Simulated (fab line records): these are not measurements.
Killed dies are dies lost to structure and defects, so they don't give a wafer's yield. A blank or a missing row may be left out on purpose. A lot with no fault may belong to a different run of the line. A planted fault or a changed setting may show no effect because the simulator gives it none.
Chamber matching -- flow n5-finfet -- rie-diel-05 running N5_GATE_CUT_ETCH_36: 4 sister chambers
The step etches SiARC in CF4, target depth 13 nm, time 21.7 s. 18 wafers are shown with their chamber, then 9 later ones without.

WAFERS WITH THEIR CHAMBER
wafer,chamber,showerhead-plenum-p-Torr (Torr),throttle-valve-pct (%),oes-product-au (a.u.)
L078.1,1,2.27,15.70,0.78
L078.3,0,2.22,15.80,0.63
L078.5,2,2.08,15.62,0.68
L081.2,0,2.22,15.82,0.62
L081.3,1,2.27,15.72,0.78
L081.5,3,2.10,15.44,0.76
L086.2,0,2.21,15.82,0.62
L086.3,2,2.07,15.67,0.67
L086.4,3,2.10,15.42,0.76
L088.3,3,2.10,15.44,0.74
L088.5,2,2.07,15.66,0.66
L088.6,1,2.27,15.71,0.76
L090.1,1,2.27,15.73,0.76
L090.2,0,2.21,15.83,0.61
L090.6,1,2.27,15.74,0.77
L092.1,2,2.07,15.67,0.66
L092.3,1,2.26,15.75,0.75
L092.6,1,2.26,15.74,0.75

SIGNATURES (means of the wafers above)
reading,chamber 0,chamber 1,chamber 2,chamber 3,scatter within a chamber
showerhead-plenum-p-Torr,2.2150,2.2671,2.0725,2.1000,0.00476
throttle-valve-pct,15.8175,15.7271,15.6550,15.4333,0.0177
oes-product-au,0.6200,0.7643,0.6675,0.7533,0.0111
Rule: distance of a wafer from a chamber = root of the sum over the readings of ((wafer's reading minus chamber's mean) / reading's scatter) squared. If the next closest chamber is less than 2 further off than the closest, the wafer can't be placed; otherwise it belongs to the closest. How the scatter is found: for the shown wafers, subtract from each reading the mean of its chamber, square and add these, divide the total by (wafers less chambers), then take the root.

WAFERS WITHOUT THEIR CHAMBER
wafer,showerhead-plenum-p-Torr (Torr),throttle-valve-pct (%),oes-product-au (a.u.)
L094.2,2.07,15.67,0.65
L094.3,2.10,15.48,0.73
L094.6,2.10,15.48,0.74
L095.1,2.21,15.84,0.61
L095.2,2.10,15.46,0.74
L095.3,2.26,15.74,0.76
L095.4,2.07,15.68,0.66
L095.5,2.26,15.76,0.76
L095.6,2.21,15.85,0.60

WHICH CHAMBER EACH ONE RAN IN
wafer,from the rows above,in truth
L094.2,2,2
L094.3,3,3
L094.6,3,3
L095.1,0,0
L095.2,3,3
L095.3,1,1
L095.4,2,2
L095.5,1,1
L095.6,0,0
Placed correctly: 9 of 9. From these rows, 0 cannot be placed. Number placed wrongly: 0.
